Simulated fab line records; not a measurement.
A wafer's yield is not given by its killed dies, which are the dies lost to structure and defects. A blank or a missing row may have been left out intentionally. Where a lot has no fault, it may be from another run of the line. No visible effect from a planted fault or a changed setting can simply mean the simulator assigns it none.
fab line records    flow n5_finfet
record: lots: 11  wafers: 33  last_day: 18
route steps=1938 shown BEOL_M15@1813 MIM_BOT@1832 MIM_BOT_ETCH@1866 PASSIVATION@1936
lots untouched by any fault: they come from a run of this same line in which no faults occurred
start_h: start of the lot's first displayed wafer, in hours after the record's first day    wait_h: time in hours since the lot's previous step    " as in the row above    L1.1+2: several wafers, shown together as one row    - no value present, or no start provided    * or withheld: withheld    < > ~ a bound
route shown NAME@n: names a module that has steps shown in the file, with the first one's number in the route    usual: mean and standard deviation over wafers with no fault    same: alike in all rows    chamber/n: place in a boat    sites: each site's reading    _std_site: how widely they spread, as a standard deviation    _edge_site: outer sites' mean less inner sites'    radius_mm: how far each site lies from the wafer's centre    mask NAME#n: copy n    behind: the tool/chamber that last shaped the wafer    hold: what put the lot on hold/how long, in hours/how the hold closed    device: transistor that didn't switch, given as n, p or np    end of line: tests of these same wafers at the route's end    for a step that has no rows: nothing shown but its recipe    killed: count of dies lost to structure and defects at first sort (not the wafer's yield)    map: shows each die of a wafer: x if killed, . if not, _ if none is there
set.NAME: the setting as run; set.NAME@STEP: as run at that earlier step    model.NAME: the simulator's own value behind a step, which no gauge read
route steps across a sampled set of lots; one table per step, one row per wafer
services: the hour from which a tool's chamber was out of use, counted from the record's first day as start_h (under 0 if before that day), plus the number of hours and why
== steps ==
step: N5_BEOL_M15_STRIP_37
recipe: chemistry: O2  power_w: 600  temp_c: 60  pressure_mtorr: 30  rf_frequency_hz: 6e+07  bias_power_w: 0  overash_fraction: 0.3  o2_flow_sccm: 225
usual: drypump_motor_current_A: 5.8/0.49  oes_product_au: 0.79/0.068  rf_vpp_V: 3.7/0.68  showerhead_plenum_p_Torr: 2.08/0.059  throttle_valve_pct: 16.60/0.2
lot.wafer  tool         chamber  start_h  wait_h  drypump_motor_current_A  oes_product_au  rf_hours_counter_h  rf_vpp_V  showerhead_plenum_p_Torr  throttle_valve_pct
L552.1     rie_diel-01  0        -        -       5.5                      0.87            52                  4.0       2.03                      16.40
L552.4     "            3        "        "       6.0                      0.83            77                  3.5       2.12                      16.56
L552.6     "            1        "        "       5.4                      0.84            -                   3.0       2.05                      16.34
L556.2     rie_diel-01  2        -        -       5.3                      0.87            54                  2.9       2.06                      16.52
L556.3     "            1        "        "       5.4                      0.82            66                  5.4       2.05                      16.35
L556.5     "            3        "        "       6.0                      0.82            -                   2.3       2.11                      16.60
L559.1     rie_diel-05  1        -        -       6.0                      0.96            18                  3.4       2.14                      16.21
L559.2     "            0        "        "       5.1                      0.69            220                 4.3       2.01                      16.76
L559.4     "            3        "        "       5.8                      0.70            235                 3.9       2.17                      17.16
L557.1     rie_diel-05  2        -        -       5.0                      0.82            106                 3.8       2.02                      16.65
L557.5     "            2        "        "       5.0                      0.81            -                   4.1       2.02                      16.66
L557.6     "            1        "        "       5.9                      0.95            -                   4.3       2.14                      16.16
L561.1     rie_diel-01  3        -        -       6.0                      0.80            94                  4.5       2.11                      16.61
L561.5     "            1        "        "       5.4                      0.81            -                   3.7       2.05                      16.37
L561.6     "            0        "        "       5.5                      0.84            -                   3.6       2.03                      16.41
L562.3     rie_diel-01  1        -        -       5.4                      0.81            76                  3.2       2.05                      16.36
L562.4     "            2        "        "       5.2                      0.84            63                  2.3       2.05                      16.52
L562.6     "            0        "        "       5.5                      0.83            -                   2.9       2.03                      16.42
L563.1     rie_diel-01  0        -        -       5.5                      0.83            71                  3.8       2.03                      16.43
L563.3     "            2        "        "       5.2                      0.85            66                  2.8       2.05                      16.52
L563.5     "            0        "        "       5.5                      0.84            -                   3.2       2.03                      16.43
L566.1     rie_diel-03  3        -        -       6.5                      0.82            82                  4.5       2.21                      16.52
L566.4     "            2        "        "       5.8                      0.74            162                 3.4       2.09                      16.65
L566.5     "            0        "        "       6.0                      0.77            -                   4.5       2.09                      16.67
L571.3     rie_diel-03  1        -        -       6.6                      0.71            219                 3.6       2.05                      16.74
L571.5     "            3        "        "       6.5                      0.81            -                   3.8       2.21                      16.58
L571.6     "            1        "        "       6.6                      0.71            -                   2.9       2.05                      16.76
L575.2     rie_diel-03  2        -        -       5.8                      0.72            180                 5.0       2.09                      16.69
L575.3     "            3        "        "       6.5                      0.80            101                 3.1       2.21                      16.58
L575.6     "            2        "        "       5.8                      0.72            -                   4.0       2.09                      16.68
L574.4     rie_diel-03  1        -        -       6.6                      0.70            233                 3.9       2.04                      16.77
L574.5     "            1        "        "       6.6                      0.70            -                   4.4       2.04                      16.77
L574.6     "            2        "        "       5.8                      0.72            -                   4.0       2.08                      16.66
step: N5_BEOL_M15_RS_MEAS_54
recipe: thk_meas_gauge: four-point-probe  reads: Cu_of_BEOL_M15_ECD_47+Ta_of_BEOL_M15_SPUTTER_44+TaN_of_BEOL_M15_SPUTTER_43
usual: M15_RS: 0.0217/0.0005
lot.wafer  tool           chamber  start_h  wait_h  M15_RS[ohm/sq]
L552.1     film_metro-01  -        269.52   0.0     0.0218
L552.4     "              -        "        "       0.0223
L552.6     "              -        "        "       0.0219
L556.2     film_metro-01  -        291.66   0.1     0.0214
L556.3     "              -        "        "       0.0217
L556.5     "              -        "        "       0.0216
L559.1     film_metro-01  -        306.75   0.0     0.0218
L559.2     "              -        "        "       0.0216
L559.4     "              -        "        "       0.0211
L557.1     film_metro-02  -        310.56   0.0     0.0219
L557.5     "              -        "        "       0.0219
L557.6     "              -        "        "       0.0205
L561.1     film_metro-01  -        319.83   0.0     0.0221
L561.5     "              -        "        "       0.0220
L561.6     "              -        "        "       0.0216
L562.3     film_metro-01  -        320.11   0.1     0.0218
L562.4     "              -        "        "       0.0218
L562.6     "              -        "        "       0.0217
L563.1     film_metro-02  -        329.38   0.1     0.0220
L563.3     "              -        "        "       0.0222
L563.5     "              -        "        "       0.0215
L566.1     film_metro-02  -        355.16   0.0     0.0216
L566.4     "              -        "        "       0.0221
L566.5     "              -        "        "       0.0222
L571.3     film_metro-01  -        377.99   0.1     0.0218
L571.5     "              -        "        "       0.0213
L571.6     "              -        "        "       0.0217
L575.2     film_metro-01  -        407.91   0.1     0.0221
L575.3     "              -        "        "       0.0219
L575.6     "              -        "        "       0.0223
L574.4     film_metro-02  -        418.19   0.0     0.0215
L574.5     "              -        "        "       0.0215
L574.6     "              -        "        "       0.0220
step: N5_MIM_BOT_DEGAS_01
recipe: ambient: vacuum  temp_c: 300  time_s: 60
usual: heater_power_w: 476/56
lot.wafer  tool            chamber  start_h  wait_h  heater_power_w
L552.1     pvd_sputter-03  -        271.78   1.2     372
L552.4     "               -        "        "       414
L552.6     "               -        "        "       365
L556.2     pvd_sputter-01  -        293.13   0.4     483
L556.3     "               -        "        "       433
L556.5     "               -        "        "       435
L559.1     pvd_sputter-01  -        308.85   1.1     488
L559.2     "               -        "        "       521
L559.4     "               -        "        "       419
L557.1     pvd_sputter-02  -        313.06   1.5     422
L557.5     "               -        "        "       420
L557.6     "               -        "        "       548
L561.1     pvd_sputter-01  -        321.40   0.5     509
L561.5     "               -        "        "       496
L561.6     "               -        "        "       469
L562.3     pvd_sputter-02  -        325.66   4.5     575
L562.4     "               -        "        "       566
L562.6     "               -        "        "       555
L563.1     pvd_sputter-02  -        334.37   4.0     552
L563.3     "               -        "        "       559
L563.5     "               -        "        "       556
L566.1     pvd_sputter-03  -        356.58   0.4     411
L566.4     "               -        "        "       373
L566.5     "               -        "        "       357
L571.3     pvd_sputter-01  -        382.16   3.1     421
L571.5     "               -        "        "       495
L571.6     "               -        "        "       459
L575.2     pvd_sputter-01  -        410.35   1.4     473
L575.3     "               -        "        "       429
L575.6     "               -        "        "       510
L574.4     pvd_sputter-02  -        419.86   0.6     435
L574.5     "               -        "        "       559
L574.6     "               -        "        "       553
step: N5_MIM_BOT_ETCH_ETCH_04
recipe: chemistry: CF4/O2  target: SiNx  target_depth_a: 260  time_s: 13  ion_energy_ev: 100  pressure_mtorr: 40  source_w: 535  bias_w: 49  Ar_flow_sccm: 100  cf4_flow_sccm: 100  O2_flow_sccm: 10
usual: cf4_flow_sccm: 100.03/0.27  drypump_motor_current_A: 6.1/0.44  oes_o_777_au: 0.80/0.081  oes_product_au: 0.80/0.088  rf_vpp_V: 239/6.4  showerhead_plenum_p_Torr: 2.19/0.072  throttle_valve_pct: 15.92/0.16
lot.wafer  tool         chamber  start_h  wait_h  cf4_flow_sccm  drypump_motor_current_A  oes_o_777_au  oes_product_au  rf_hours_counter_h  rf_vpp_V  showerhead_plenum_p_Torr  throttle_valve_pct
L552.1     rie_diel-04  1        274.64   0.0     100.69         5.8                      0.87          0.86            29                  242       2.23                      15.70
L552.4     "            0        "        "       100.41         5.9                      0.83          0.82            73                  239       2.29                      16.00
L552.6     "            2        "        "       99.94          6.0                      0.77          0.80            -                   237       2.30                      15.99
L556.2     rie_diel-02  2        297.98   0.0     99.99          5.9                      0.90          0.92            24                  241       2.18                      15.79
L556.3     "            3        "        "       100.06         6.8                      0.88          0.89            14                  250       2.15                      15.96
L556.5     "            2        "        "       100.23         5.8                      0.90          0.93            -                   240       2.18                      15.79
L559.1     rie_diel-02  0        312.04   0.0     100.54         5.8                      0.71          0.68            231                 237       2.08                      15.95
L559.2     "            2        "        "       99.81          5.8                      0.89          0.91            29                  241       2.18                      15.79
L559.4     "            1        "        "       99.98          6.3                      0.80          0.78            105                 229       2.23                      16.01
L557.1     rie_diel-02  3        316.35   0.0     99.67          6.8                      0.86          0.88            21                  248       2.15                      15.98
L557.5     "            3        "        "       99.63          6.8                      0.86          0.87            -                   249       2.15                      15.99
L557.6     "            0        "        "       99.87          5.8                      0.71          0.68            -                   238       2.08                      15.96
L561.1     rie_diel-06  1        327.91   0.0     100.26         5.7                      0.77          0.73            148                 238       2.12                      15.91
L561.5     "            0        "        "       100.03         6.4                      0.70          0.70            -                   241       2.20                      15.98
L561.6     "            3        "        "       99.85          6.4                      0.73          0.74            -                   248       2.29                      16.03
L562.3     rie_diel-02  1        327.94   0.0     70.04          6.3                      1.16          0.75            112                 222       2.01                      14.78
L562.4     "            0        "        "       69.99          5.8                      1.04          0.65            237                 229       1.87                      14.76
L562.6     "            0        "        "       70.01          5.8                      1.04          0.65            -                   228       1.87                      14.74
L563.1     rie_diel-02  0        336.74   0.0     69.77          5.8                      1.03          0.64            240                 228       1.87                      14.75
L563.3     "            1        "        "       69.78          6.3                      1.16          0.74            114                 222       2.00                      14.78
L563.5     "            1        "        "       70.02          6.3                      1.16          0.73            -                   222       2.00                      14.78
L566.1     rie_diel-02  0        358.89   0.0     69.64          5.8                      1.03          0.65            248                 229       1.87                      14.76
L566.4     "            1        "        "       70.11          6.3                      1.16          0.73            122                 221       2.00                      14.81
L566.5     "            1        "        "       70.20          6.3                      1.15          0.74            -                   220       2.00                      14.81
L571.3     rie_diel-06  2        384.74   0.0     99.67          4.9                      0.93          0.90            31                  233       2.16                      15.67
L571.5     "            0        "        "       99.95          6.4                      0.69          0.70            -                   241       2.20                      16.01
L571.6     "            3        "        "       99.80          6.4                      0.71          0.72            -                   249       2.28                      16.07
L575.2     rie_diel-06  3        412.70   0.0     100.30         6.4                      0.71          0.70            218                 246       2.28                      16.07
L575.3     "            0        "        "       99.77          6.4                      0.68          0.68            224                 242       2.19                      16.04
L575.6     "            2        "        "       100.05         4.9                      0.92          0.88            -                   232       2.16                      15.67
L574.4     rie_diel-02  0        422.32   0.0     100.13         5.8                      0.93          0.92            13                  237       2.07                      15.60
L574.5     "            1        "        "       100.31         6.3                      0.77          0.74            -                   228       2.21                      16.08
L574.6     "            0        "        "       99.81          5.8                      0.94          0.92            -                   237       2.07                      15.59
step: N5_PASSIVATION_PROBE_49
usual: defect_limited_yield: 91.5/1.4  killed_at_M0_to_M3: 32/11  killed_at_M4_up: 12/4.4  killed_at_contacts: 13/6.1  killed_at_front_end: 39/12  killed_at_other: 3.9/3  killed_dies: 100/17  killed_on_rim: 13/3.9  killed_open: 66/12  killed_short: 33/7.4  sort_bin_5_function: 5.0/0.95  sort_bin_6_memory: 3.2/0.66  sort_bin_8_speed: 0.0/0.33  sort_n_pass: 1079/17  sort_yield_pct: 91.4/1.5
same: gross_dies: 1180  killed_at_back_side: 0  sort_bin_4_leakage[%]: 0
lot.wafer  tool       chamber  start_h  wait_h  defect_limited_yield[%]  killed_at_M0_to_M3  killed_at_M4_up  killed_at_contacts  killed_at_front_end  killed_at_other  killed_dies  killed_on_rim  killed_open  killed_short  sort_bin_5_function[%]  sort_bin_6_memory[%]  sort_bin_8_speed[%]  sort_n_pass  sort_yield_pct[%]
L556.2     prober-02  -        309.98   0.1     90.3                     35                  17               11                  50                   2                115          9              69           43            5.7                     3.6                   0.1                  1065         90.3
L556.3     prober-02  -        310.03   0.1     91.5                     19                  15               19                  43                   4                100          11             58           38            4.8                     3.4                   0                    1080         91.5
L556.5     prober-02  -        310.13   0.2     92.7                     19                  10               20                  34                   3                86           14             59           23            4.1                     3.0                   0                    1094         92.7
L557.1     prober-02  -        324.82   0.0     90.3                     43                  8                12                  51                   1                115          20             77           36            6.0                     3.5                   0                    1065         90.3
L557.5     prober-02  -        325.02   0.2     92.6                     18                  7                19                  42                   1                87           14             64           18            4.4                     2.6                   0                    1093         92.6
L557.6     prober-02  -        325.07   0.3     91.2                     43                  13               11                  36                   1                104          15             67           36            5.7                     2.5                   0                    1076         91.2
L561.1     prober-02  -        336.35   0.0     93.0                     39                  10               9                   24                   1                83           10             58           25            4.6                     2.2                   0                    1097         93.0
L561.5     prober-02  -        336.55   0.2     92.5                     26                  16               2                   38                   6                88           11             60           27            4.2                     3.1                   0                    1092         92.5
L561.6     prober-02  -        336.60   0.3     94.5                     23                  13               3                   23                   3                65           5              43           22            3.3                     1.8                   0                    1115         94.5
L562.4     prober-02  -        340.33   0.2     93.2                     17                  17               17                  28                   1                80           14             59           20            3.6                     3.1                   0                    1100         93.2
L562.6     prober-02  -        340.43   0.3     94.3                     24                  14               3                   24                   2                67           7              45           22            2.5                     3.1                   0                    1113         94.3
L563.1     prober-01  -        347.92   0.0     89.9                     56                  10               16                  36                   1                119          15             84           33            5.1                     4.8                   0                    1061         89.9
L563.3     prober-01  -        348.02   0.1     88.6                     47                  10               23                  52                   2                134          20             83           50            7.1                     3.8                   0.2                  1044         88.5
L563.5     prober-01  -        348.12   0.2     87.3                     68                  16               34                  31                   1                150          20             100          47            7.6                     4.7                   0                    1030         87.3
L566.1     prober-02  -        369.75   0.0     92.4                     27                  11               14                  37                   1                90           8              55           33            4.7                     2.4                   0                    1090         92.4
L566.4     prober-02  -        369.90   0.2     89.0                     49                  14               22                  44                   1                130          7              88           39            6.1                     4.5                   0                    1050         89.0
L566.5     prober-02  -        369.95   0.2     91.4                     43                  13               18                  25                   2                101          10             69           31            4.7                     3.4                   0                    1079         91.4
L571.3     prober-02  -        394.13   0.1     92.4                     29                  10               4                   42                   5                90           10             62           23            4.2                     2.9                   0                    1090         92.4
L571.5     prober-02  -        394.23   0.2     90.8                     45                  14               1                   43                   6                109          16             71           38            4.8                     4.1                   0                    1071         90.8
L571.6     prober-02  -        394.28   0.3     92.1                     38                  10               10                  34                   1                93           10             60           32            5.1                     2.5                   0                    1087         92.1
L575.2     prober-02  -        422.30   0.1     91.9                     21                  9                17                  40                   8                95           15             68           22            4.2                     3.6                   0                    1085         91.9
L575.3     prober-02  -        422.35   0.1     89.9                     35                  10               12                  52                   10               119          17             74           44            6.5                     3.3                   0                    1061         89.9
L575.6     prober-02  -        422.50   0.3     91.9                     19                  14               12                  36                   15               96           13             62           32            5.0                     3.1                   0                    1084         91.9
killed by level:class
L556.2 FIN_SAQP:geometric_particle:open=19 BEOL_M0_SAQP:geometric_particle:short=11 FIN_SAQP:geometric_particle:short=10 MOL_CONTACT_COAG:geometric_particle:open=7 BEOL_M2:geometric_particle:open=6 DUMMY_GATE:geometric_particle:open=5 BEOL_M0_SAQP:geometric_particle:open=5 BEOL_M3:geometric_particle:open=5
L556.3 FIN_SAQP:geometric_particle:open=14 MOL_CONTACT_COAG:geometric_particle:open=13 BEOL_M0:geometric_particle:open=5 BEOL_M5:geometric_particle:short=5 STI_FIN_REVEAL:geometric_particle:open=4 BEOL_M0_SAQP:geometric_particle:short=4 DUMMY_GATE:geometric_particle:open=4 ILD0:geometric_particle:short=4
L556.5 MOL_CONTACT_COAG:geometric_particle:open=18 FIN_SAQP:geometric_particle:open=10 FIN_SAQP:geometric_particle:short=8 STARTING-WAFER:geometric_particle:open=6 BEOL_M0_SAQP:geometric_particle:open=5 DUMMY_GATE:geometric_particle:open=4 BEOL_M4:geometric_particle:open=4 BEOL_M0_SAQP:geometric_particle:short=3
L557.1 BEOL_M0_SAQP:geometric_particle:open=11 STI_FIN_REVEAL:geometric_particle:open=10 MOL_CONTACT_COAG:geometric_particle:open=9 BEOL_M0_SAQP:geometric_particle:short=8 FIN_SAQP:geometric_particle:open=6 BEOL_M2:geometric_particle:open=6 BEOL_M3:geometric_particle:short=6 FIN_SAQP:geometric_particle:short=5
L557.5 MOL_CONTACT_COAG:geometric_particle:open=15 FIN_SAQP:geometric_particle:open=9 STI_FIN_REVEAL:geometric_particle:open=8 BEOL_M0_SAQP:geometric_particle:open=5 MOL_CONTACT_COAG:geometric_particle:short=4 BEOL_M0_SAQP:geometric_particle:short=4 FIN_SAQP:geometric_particle:short=3 DUMMY_GATE:geometric_particle:open=3
L557.6 BEOL_M0_SAQP:geometric_particle:open=13 BEOL_M0_SAQP:geometric_particle:short=12 FIN_SAQP:geometric_particle:open=8 STI_FIN_REVEAL:geometric_particle:open=8 FIN_SAQP:geometric_particle:short=7 MOL_CONTACT_COAG:geometric_particle:open=7 BEOL_M2:geometric_particle:open=7 BEOL_M4:geometric_particle:open=6
L561.1 BEOL_M3:geometric_particle:open=10 MOL_CONTACT_COAG:geometric_particle:open=6 BEOL_M0:geometric_particle:short=6 STI_FIN_REVEAL:geometric_particle:open=5 BEOL_M1:geometric_particle:open=5 FIN_SAQP:geometric_particle:open=4 DUMMY_GATE:geometric_particle:open=4 BEOL_M0_SAQP:geometric_particle:short=4
L561.5 STI_FIN_REVEAL:geometric_particle:open=14 BEOL_M0_SAQP:geometric_particle:open=6 DUMMY_GATE:geometric_particle:open=5 GATE_CUT:geometric_particle:short=5 BEOL_M0_SAQP:geometric_particle:short=5 STARTING-WAFER:geometric_particle:open=5 BEOL_M4:geometric_particle:open=4 BEOL_M3:geometric_particle:open=4
L561.6 BEOL_M3:geometric_particle:open=8 BEOL_M0_SAQP:geometric_particle:open=5 STI_FIN_REVEAL:geometric_particle:open=4 BEOL_M0:geometric_particle:short=4 FIN_SAQP:geometric_particle:open=3 FIN_SAQP:geometric_particle:short=3 MOL_CONTACT_COAG:geometric_particle:open=3 BEOL_M2:geometric_particle:short=3
L562.4 MOL_CONTACT_COAG:geometric_particle:open=14 BEOL_M4:geometric_particle:open=12 FIN_SAQP:geometric_particle:short=6 BEOL_M0_SAQP:geometric_particle:short=6 FIN_SAQP:geometric_particle:open=5 DUMMY_GATE:geometric_particle:open=5 BEOL_M0_SAQP:geometric_particle:open=5 ILD0:geometric_particle:open=3
L562.6 BEOL_M0_SAQP:geometric_particle:short=8 BEOL_M0_SAQP:geometric_particle:open=8 FIN_SAQP:geometric_particle:open=7 BEOL_M5:geometric_particle:open=5 STI_FIN_REVEAL:geometric_particle:open=4 BEOL_M4:geometric_particle:open=4 ILD0:geometric_particle:short=3 MOL_CONTACT_COAG:geometric_particle:open=3
L563.1 STI_FIN_REVEAL:geometric_particle:open=14 BEOL_M0_SAQP:geometric_particle:open=12 MOL_CONTACT_COAG:geometric_particle:open=12 BEOL_M2:geometric_particle:open=11 BEOL_M0_SAQP:geometric_particle:short=11 BEOL_M1:geometric_particle:open=8 BEOL_M3:geometric_particle:open=8 DUMMY_GATE:geometric_particle:open=7
L563.3 STI_FIN_REVEAL:geometric_particle:open=24 BEOL_M0_SAQP:geometric_particle:open=16 BEOL_M0_SAQP:geometric_particle:short=15 MOL_CONTACT_COAG:geometric_particle:open=14 MOL_CONTACT_COAG:geometric_particle:short=9 BEOL_M2:geometric_particle:open=8 STI_FIN_REVEAL:geometric_particle:short=7 BEOL_M4:geometric_particle:open=6
L563.5 MOL_CONTACT_COAG:geometric_particle:open=30 BEOL_M0_SAQP:geometric_particle:short=27 BEOL_M0_SAQP:geometric_particle:open=17 STI_FIN_REVEAL:geometric_particle:open=15 BEOL_M2:geometric_particle:open=10 BEOL_M4:geometric_particle:open=5 MOL_CONTACT_COAG:geometric_particle:short=4 BEOL_M3:geometric_particle:open=4
L566.1 STI_FIN_REVEAL:geometric_particle:open=14 MOL_CONTACT_COAG:geometric_particle:open=11 BEOL_M0_SAQP:geometric_particle:short=7 FIN_SAQP:geometric_particle:short=6 STARTING-WAFER:geometric_particle:open=6 BEOL_M2:geometric_particle:open=5 BEOL_M4:geometric_particle:open=5 BEOL_M1:geometric_particle:short=3
L566.4 MOL_CONTACT_COAG:geometric_particle:open=17 BEOL_M2:geometric_particle:open=17 FIN_SAQP:geometric_particle:short=11 FIN_SAQP:geometric_particle:open=10 BEOL_M0_SAQP:geometric_particle:short=9 BEOL_M4:geometric_particle:open=9 STI_FIN_REVEAL:geometric_particle:open=8 BEOL_M1:geometric_particle:open=6
L566.5 MOL_CONTACT_COAG:geometric_particle:open=15 BEOL_M3:geometric_particle:open=12 STI_FIN_REVEAL:geometric_particle:open=11 BEOL_M0_SAQP:geometric_particle:short=7 BEOL_M4:geometric_particle:open=5 BEOL_M3:geometric_particle:short=4 BEOL_M0_SAQP:geometric_particle:open=4 BEOL_M1:geometric_particle:open=4
L571.3 FIN_SAQP:geometric_particle:open=11 BEOL_M0_SAQP:geometric_particle:open=9 BEOL_M1:geometric_particle:open=6 BEOL_M2:geometric_particle:open=6 FIN_SAQP:geometric_particle:short=5 DUMMY_GATE:geometric_particle:open=5 STI_FIN_REVEAL:geometric_particle:open=3 GATE_CUT:geometric_particle:short=3
L571.5 BEOL_M2:geometric_particle:open=14 FIN_SAQP:geometric_particle:open=10 FIN_SAQP:geometric_particle:short=8 BEOL_M0_SAQP:geometric_particle:short=8 BEOL_M3:geometric_particle:open=8 STI_FIN_REVEAL:geometric_particle:open=6 BEOL_M4:geometric_particle:open=6 DUMMY_GATE:geometric_particle:open=4
L571.6 FIN_SAQP:geometric_particle:open=12 BEOL_M0_SAQP:geometric_particle:short=12 BEOL_M1:geometric_particle:open=9 MOL_CONTACT_COAG:geometric_particle:open=8 BEOL_M0_SAQP:geometric_particle:open=8 FIN_SAQP:geometric_particle:short=5 STI_FIN_REVEAL:geometric_particle:open=4 BEOL_M1:geometric_particle:short=4
L575.2 MOL_CONTACT_COAG:geometric_particle:open=14 FIN_SAQP:geometric_particle:open=10 DUMMY_GATE:geometric_particle:open=7 GATE_CUT:geometric_particle:open=6 BEOL_M1:geometric_particle:open=4 GATE_CUT:geometric_particle:short=4 BEOL_M2:geometric_particle:open=4 BEOL_M3:geometric_particle:open=4
L575.3 BEOL_M2:geometric_particle:open=9 DUMMY_GATE:geometric_particle:open=9 GATE_CUT:geometric_particle:open=9 GATE_CUT:geometric_particle:short=9 FIN_SAQP:geometric_particle:open=8 MOL_CONTACT_COAG:geometric_particle:open=8 BEOL_M0_SAQP:geometric_particle:short=8 FIN_SAQP:geometric_particle:short=6
L575.6 MOL_CONTACT_COAG:geometric_particle:open=8 PASS1_CAP:geometric_particle:short=7 DUMMY_GATE:geometric_particle:open=6 GATE_CUT:geometric_particle:open=6 BEOL_M2:geometric_particle:open=5 BEOL_M4:geometric_particle:open=4 GATE_CUT:geometric_particle:short=4 MOL_CONTACT_COAG:geometric_particle:short=4
== services ==
tool            chamber  start_h  hours  kind
rie_diel-03     3        256.81   3.9    repair
rie_diel-06     2        274.97   -      clean
rie_diel-06     2        274.97   -      consumable_replace:focus_ring
rie_diel-06     2        274.97   20.6   scheduled_down
rie_diel-06     2        274.97   20.6   vent_cycle
rie_diel-06     -        279.75   0.6    repair
pvd_sputter-02  -        339.91   4.3    repair
rie_diel-01     0        339.95   5.7    repair
rie_diel-05     3        352.23   -      clean
rie_diel-05     3        352.23   -      consumable_replace:focus_ring
rie_diel-05     3        352.23   17.2   scheduled_down
rie_diel-05     3        352.23   17.2   vent_cycle
rie_diel-01     -        359.56   0.5    repair
rie_diel-04     2        365.46   5.0    repair
rie_diel-02     0        366.23   -      clean
rie_diel-02     0        366.23   -      consumable_replace:focus_ring
rie_diel-02     0        366.23   18.5   scheduled_down
rie_diel-02     0        366.23   18.5   vent_cycle
rie_diel-04     -        376.07   3.0    repair
pvd_sputter-03  -        380.55   4.1    repair
rie_diel-01     -        382.50   0.2    repair
rie_diel-05     0        385.16   3.4    repair
rie_diel-06     2        398.58   13.6   repair
rie_diel-01     0        418.54   4.6    repair
== key ==
first_sign: step: N5_MIM_BOT_ETCH_ETCH_04  reading: cf4_flow_sccm  direction: down  sigmas: 99+  usual: 100.03  struck: 69.95
effect: step: N5_MIM_BOT_ETCH_ETCH_04  reading: throttle_valve_pct  direction: down  sigmas: 7.3  usual: *  struck: *
met_at N5_MIM_BOT_ETCH_ETCH_04
struck_lots L562,L563,L566
not_acting_at N5_BEOL_M15_STRIP_37,N5_BEOL_M15_RS_MEAS_54,N5_MIM_BOT_DEGAS_01
onset_between 316.35 327.94
fault: kind: process_parameter_drift  tool: rie_diel-02  chamber: -  onset_h: 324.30  steps: N5_MIM_BOT_ETCH_ETCH_04  channel: cf4_flow_sccm  offset: -30  shape: step  end_h: 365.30  acts_in: these_recipes_only  stated: 100
